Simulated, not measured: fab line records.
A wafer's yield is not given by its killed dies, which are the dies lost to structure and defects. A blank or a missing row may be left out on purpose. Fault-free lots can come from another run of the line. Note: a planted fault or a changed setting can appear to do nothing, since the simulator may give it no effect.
Problem report in the 8D (eight disciplines) form, filled by code / flow nand-harc / the parts of the form that need people (team, actions taken, sign-off) are left out

1. PROBLEM STATEMENT
Wafers with no fault read 1.003 a.u. with a standard deviation of 0.0069, whereas oes-product-au at NHARC_A_BONDPAD_ETCH_34 reads a mean of 0.803 a.u. on 1 wafer of 1 lot. That puts it -29 standard deviations away from the usual mean.
The step: etches the open film in N2/H2, target depth 60 nm, overetch 18 nm, time 65.91 s.
First seen on wafer L783.5, day 30 23:52, on rie-diel-02. Wafers with a number at this step in the record: 39, from 13 lots. Rule for "out" (also "out of limits"): further than 4 standard deviations from the usual mean. All remaining wafers that have a number are taken as sound.

2. WHAT IT IS, WHAT IT ISN'T
question=which readings at this step | is=oes-product-au | is not=drypump-motor-current-A, rf-vpp-V, showerhead-plenum-p-Torr, throttle-valve-pct
question=which lots | is=L783 | is not=L763, L764, L765, L766, L767, L769, L770, L772, L773, L775, L776, L786
question=which wafers of those lots | is=L783.5 | is not=L783.1, L783.4
question=read on which tools | is=rie-diel-02 | is not=rie-diel-04, rie-diel-11
question=when | is=from day 30 23:52 | is not=up to then (35 sound wafers); but 3 sound wafers of L786 came after

3. SUSPECTS, AND WHAT RULES EACH OUT
Counting: any tool at a process step up to the reading remains a suspect provided it ran every lot that is out. Sound lots after the first of them don't rule it out here, since some wafers of a struck lot are sound.
- cmp-02 at NHARC_A_M1_CMP_23 (polishes, t overpolish 20 s, target thk 154.34 nm): kept. It ran the lot that is out, L783 (day 30 21:09); its last sound lot up to then is L776 (day 28 11:47).
- rie-diel-02 at NHARC_A_BONDPAD_ETCH_34 (etches the open film in N2/H2, target depth 60 nm, overetch 18 nm, time 65.91 s): kept. It ran the lot that is out, L783 (day 30 23:52); its last sound lot up to then is L775 (day 28 15:50). On those wafers its own readings are out: oes-product-au.
- cmp-02, NHARC_A_M1_CMP_23: wafers that are out in chamber 2, sound lot-mates in chambers 0, 1.
- rie-diel-02, NHARC_A_BONDPAD_ETCH_34: wafers that are out in chamber 0, sound lot-mates in chambers 1, 2.
After counting, cmp-02 at NHARC_A_M1_CMP_23 and rie-diel-02 at NHARC_A_BONDPAD_ETCH_34 remain.

4. THE CAUSE (what the simulator had put in)
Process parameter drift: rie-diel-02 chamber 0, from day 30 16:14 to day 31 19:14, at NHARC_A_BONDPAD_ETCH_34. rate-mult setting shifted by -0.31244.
This tool is one of the 2 suspects left after counting.

5. SEQUENCE OF EFFECTS, ordered by route
Each row: a reading whose mean over the struck wafers that have a number lies more than 3 standard deviations from the usual. Only readings whose record carries a usual standard deviation are examined. hours: median over the lots of the time between each lot's start at the first step of this table that gives one and its start at this step. sigmas: the change, counted in usual standard deviations.
hours=0; step=NHARC_A_BONDPAD_ETCH_34; reading=oes-product-au; usual=1.003 a.u.; on struck wafers=0.803; change=-0.200; sigmas=-29
The process steps in it:
- NHARC_A_BONDPAD_ETCH_34: etches the open film in N2/H2, target depth 60 nm, overetch 18 nm, time 65.91 s.

6. WHAT WOULD HAVE CAUGHT IT SOONER
In this record no reading fell out of limits until day 30 23:52, 8 hours after the fault had begun at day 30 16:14.
